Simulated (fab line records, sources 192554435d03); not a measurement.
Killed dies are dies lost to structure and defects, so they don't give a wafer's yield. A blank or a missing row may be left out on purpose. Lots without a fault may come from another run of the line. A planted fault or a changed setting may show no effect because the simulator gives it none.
fab line records | flow n5_finfet | part 2 of 2: steps 23 to 31 of 31
record lots=5 wafers=15 last_day=18
route steps=1938 shown BEOL_M4@1077
lots that met no fault: from a run of the same line without faults
start_h: hours from the record's first day to the start of the lot's first wafer shown | wait_h: hours since the lot's step before | " the same as in the row above | L1.1+2: a row that stands for several wafers | - no value, or no start given | * or withheld: withheld | < > ~ a bound
route shown NAME@n: a module of which the file shows steps, and the number in the route of the first | usual: mean/standard deviation of fault-free wafers | same: alike in all rows | chamber/n: place in a boat | sites: the reading at each site | _std_site: their standard deviation | _edge_site: outer sites' mean less inner sites' | radius_mm: how far each site lies from the wafer's centre | mask NAME#n: copy n | behind: the tool/chamber that last shaped the wafer | hold: why the lot was held/for how many hours/how that ended | device: the transistor (n, p or np) that didn't switch | end of line: the same wafers' tests at the end of the route | a step without rows: its recipe alone | killed: dies lost to structure and defects at the first sort, not the wafer's yield | map: a wafer's dies, x killed, . not, _ none there
set.NAME: the setting as run; set.NAME@STEP: as run at that earlier step | model.NAME: the simulator's own value behind a step, which no gauge read
lots at some steps of the route; a table a step, a row a wafer
services: from which hour (start_h, from the record's first day; less than 0 if before it) a tool's chamber was out of use, for how many hours, and why
## steps
# step N5_BEOL_M4_ANNEAL_95
# recipe temp_c=400 time_s=240 ambient=vacuum
# usual heater_power_w=822/87
# columns lot.wafer tool chamber start_h wait_h heater_power_w
L075.2 pvd_sputter-02 - 163.14 0.0 980
L075.4 " - " " 781
L075.6 " - " " 820
L074.1 pvd_sputter-02 - 165.95 0.0 956
L074.4 " - " " 826
L074.5 " - " " 993
L076.1 pvd_sputter-02 - 168.95 0.0 978
L076.3 " - " " 779
L076.4 " - " " 982
L082.3 pvd_sputter-01 - 211.30 0.0 851
L082.5 " - " " 868
L082.6 " - " " 696
L095.2 pvd_sputter-02 - 301.34 0.0 827
L095.4 " - " " 953
L095.5 " - " " 778
# step N5_BEOL_M4_SPUTTER_96
# recipe material=Cu target_thk_a=45 temp_c=-20 chamber_pressure_pa=0.07 power_w=withheld time_s=8.29
# usual chamber_pressure_pa=0.06999/0.00014 chuck_sensor_temp_C=-16.0/0.47 throttle_valve_pct=30.2/0.65
# columns lot.wafer tool chamber start_h wait_h chamber_pressure_pa chuck_sensor_temp_C throttle_valve_pct
L075.2 pvd_sputter-02 - 163.28 0.1 0.07005 -15.6 29.7
L075.4 " - " " 0.06974 -16.7 30.8
L075.6 " - " " 0.06993 -15.8 29.8
L074.1 pvd_sputter-02 - 166.09 0.1 0.06985 -15.7 29.7
L074.4 " - " " 0.06986 -15.8 29.5
L074.5 " - " " 0.06986 -15.6 29.8
L076.1 pvd_sputter-02 - 169.09 0.1 0.06984 -15.7 29.8
L076.3 " - " " 0.06986 -16.7 30.7
L076.4 " - " " 0.07007 -15.6 29.9
L082.3 pvd_sputter-01 - 211.44 0.1 0.06999 -16.4 30.5
L082.5 " - " " 0.07009 -16.3 29.2
L082.6 " - " " 0.07009 -15.6 30.9
L095.2 pvd_sputter-02 - 301.48 0.1 0.06997 -15.9 29.7
L095.4 " - " " 0.07012 -15.6 29.8
L095.5 " - " " 0.07011 -15.2 31.1
# step N5_BEOL_M4_ECD_50
# recipe material=Cu target_thk_a=3000
# columns lot.wafer tool chamber start_h wait_h
L075.2+4+6 ecd_cu-02 0 163.40 0.1
L074.1+4+5 ecd_cu-02 0,1,0 166.21 0.1
L076.1+3+4 ecd_cu-02 1,0,1 169.21 0.1
L082.3+5+6 ecd_cu-01 0,0,1 211.58 0.1
L095.2+4+5 ecd_cu-02 1 301.59 0.1
# step N5_BEOL_M4_ANNEAL_51
# recipe temp_c=225 time_s=90 ambient=N2
# usual anneal_temp_c=225.03/0.18 wafer_temp_C_max=226.5/0.65
# columns lot.wafer tool chamber start_h wait_h anneal_temp_c wafer_temp_C_max
L075.2 rtp_anneal-02 0 163.53 0.1 225.24 226.9
L075.4 " 0 " " 225.07 227.1
L075.6 " 0 " " 224.99 226.1
L074.1 rtp_anneal-02 0 166.29 0.1 224.86 226.9
L074.4 " 0 " " 225.05 226.7
L074.5 " 0 " " 224.56 227.6
L076.1 rtp_anneal-02 0 169.29 0.1 225.10 227.0
L076.3 " 0 " " 225.08 227.0
L076.4 " 0 " " 224.79 227.2
L082.3 rtp_anneal-02 0 211.73 0.1 225.25 227.0
L082.5 " 0 " " 224.81 227.6
L082.6 " 0 " " 224.95 226.5
L095.2 rtp_anneal-01 0 301.72 0.1 224.88 225.9
L095.4 " 0 " " 224.79 225.8
L095.5 " 0 " " 224.81 225.8
# step N5_BEOL_M4_CMP_52
# recipe stop_on=SiOC t_overpolish_s=6.8 down_force_psi=1 platen_rpm=50 clearing_platen_down_force_psi=1.5 clearing_platen_rpm=50 post_cmp_clean=cu_alkaline target_thk_nm=40 clearing_platen_pad_velocity_m_s=0.99484 pad_velocity_m_s=0.99484
# usual barrier_field_endpoint_s=24.5/0.7 motor_current_A=6.1/0.59 overpolish_run_s=6.800/0.0087 time_to_endpoint_s=61/3.9
# columns lot.wafer tool chamber start_h wait_h barrier_field_endpoint_s motor_current_A overpolish_run_s time_to_endpoint_s
L075.4 cmp-01 2 163.78 0.1 24.7 6.6 6.792 58
L075.2 " 1 " " 24.8 5.4 6.806 65
L075.6 " 2 " " 24.6 6.5 6.808 61
L074.1 cmp-03 0 166.62 0.3 25.2 6.4 6.794 64
L074.4 " 2 " " 24.6 7.1 6.804 62
L074.5 " 3 " " 24.2 6.6 6.830 62
L076.1 cmp-03 2 169.58 0.3 25.6 6.6 6.802 62
L076.3 " 3 " " 24.5 6.4 6.800 63
L076.4 " 1 " " 24.3 5.1 6.793 64
L082.3 cmp-03 2 211.93 0.2 24.2 7.2 6.810 63
L082.5 " 2 " " 24.5 7.2 6.790 62
L082.6 " 3 " " 24.4 6.5 6.802 63
L095.2 cmp-03 2 302.01 0.2 25.0 7.3 6.811 68
L095.4 " 0 " " 25.6 6.2 6.789 71
L095.5 " 1 " " 25.2 5.4 6.812 63
# step N5_BEOL_M4_THK_MEAS_53
# recipe thk_meas_gauge=xrf reads=Cu_of_BEOL_M4_ECD_50
# usual M4_THK=40.3/1.5
# columns lot.wafer tool chamber start_h wait_h M4_THK[nm]
L075.2 film_metro-01 - 164.07 - 43.0
L075.4 " - " " 41.8
L075.6 " - " " 40.6
L074.1 film_metro-02 - 166.88 - 42.3
L074.4 " - " " 40.4
L074.5 " - " " 41.6
L076.1 film_metro-01 - 169.88 - 38.2
L076.3 " - " " 40.3
L076.4 " - " " 40.4
L082.3 film_metro-02 - 212.23 - 40.8
L082.5 " - " " 41.2
L082.6 " - " " 41.6
L095.2 film_metro-02 - 302.26 - 38.5
L095.4 " - " " 41.1
L095.5 " - " " 40.0
# step N5_BEOL_M4_PRE_CLEAN_60
# recipe gas=NH3/H2 time_s=15 temp_c=* rf_power_w=300
# usual heater_power_w=86/9.6 rf_fwd_power_W=296.9/1.4
# columns lot.wafer tool chamber start_h wait_h heater_power_w rf_fwd_power_W
L075.2 cvd_co-02 2 164.11 0.0 101 298.4
L075.4 " 1 " " 81 298.4
L075.6 " 2 " " 102 298.3
L074.1 cvd_co-02 2 166.91 0.0 101 297.3
L074.4 " 1 " " 80 296.4
L074.5 " 2 " " 102 297.6
L076.1 cvd_co-01 2 169.91 0.0 90 298.8
L076.3 " 0 " " 88 297.5
L076.4 " 0 " " 88 298.8
L082.3 cvd_co-01 2 212.27 0.0 91 298.0
L082.5 " 1 " " 84 294.9
L082.6 " 2 " " 91 297.5
L095.2 cvd_co-01 1 302.30 0.0 84 294.8
L095.4 " 2 " " 92 296.9
L095.5 " 1 " " 84 294.9
# step N5_BEOL_M4_CO_CAP_55
# recipe material=Co target_thk_a=20 temp_c=200 precursor=CCTBA/H2 pressure_torr=30 time_s=102.1
# usual heater_power_w=237/13
# columns lot.wafer tool chamber start_h wait_h heater_power_w
L075.2 cvd_co-02 2 164.15 0.0 257
L075.4 " 1 " " 233
L075.6 " 2 " " 257
L074.1 cvd_co-02 2 166.95 0.0 259
L074.4 " 1 " " 230
L074.5 " 2 " " 259
L076.1 cvd_co-01 2 169.95 0.0 240
L076.3 " 0 " " 244
L076.4 " 0 " " 244
L082.3 cvd_co-01 2 212.31 0.0 240
L082.5 " 1 " " 234
L082.6 " 2 " " 238
L095.2 cvd_co-01 1 302.34 0.0 239
L095.4 " 2 " " 242
L095.5 " 1 " " 237
# step N5_BEOL_M4_PRE_CLEAN_56
# recipe gas=NH3 time_s=15 temp_c=withheld rf_power_w=300
# usual rf_fwd_power_W=295.5/1.7
# columns lot.wafer tool chamber start_h wait_h rf_fwd_power_W
L075.2 pecvd-03 1 164.25 0.1 292.9
L075.4 " 2 " " 295.7
L075.6 " 1 " " 292.5
L074.1 pecvd-03 2 167.05 0.1 295.2
L074.4 " 0 " " 296.1
L074.5 " 2 " " 294.7
L076.1 pecvd-02 0 170.05 0.1 296.8
L076.3 " 2 " " 294.8
L076.4 " 1 " " 295.9
L082.3 pecvd-01 0 212.40 0.1 295.4
L082.5 " 0 " " 294.3
L082.6 " 1 " " 296.2
L095.2 pecvd-01 0 302.43 0.1 294.3
L095.4 " 2 " " 296.3
L095.5 " 0 " " 295.5
## services
# columns tool chamber start_h hours kind
cmp-01 - 139.82 0.6 repair
cmp-01 - 150.76 0.7 repair
ald_metal-02 1 150.83 3.9 repair
pvd_sputter-02 - 151.48 2.4 repair
ecd_cu-01 - 168.63 1.1 repair
ald_metal-01 3 172.43 7.9 repair
cmp-01 - 174.40 0.5 repair
cvd_co-02 - 194.42 2.5 repair
cmp-01 - 194.96 4.0 pm
pecvd-02 - 216.91 14.6 pm
cmp-03 - 218.16 5.0 pm
cmp-03 - 229.65 4.0 pm
cvd_co-02 - 238.92 2.8 pm
pecvd-01 1 243.29 17.6 repair
ald_metal-01 3 245.06 3.5 repair
pecvd-01 - 245.94 0.7 repair
cvd_co-01 - 246.00 2.8 pm
ald_metal-03 - 255.20 1.3 repair
ald_metal-03 - 264.74 14.6 pm
ald_metal-01 1 265.91 4.4 repair
pecvd-01 - 268.67 0.6 repair
wet_bench-05 - 273.48 1.3 repair
ald_metal-03 3 291.52 22.4 repair
ald_metal-03 2 300.02 10.2 repair
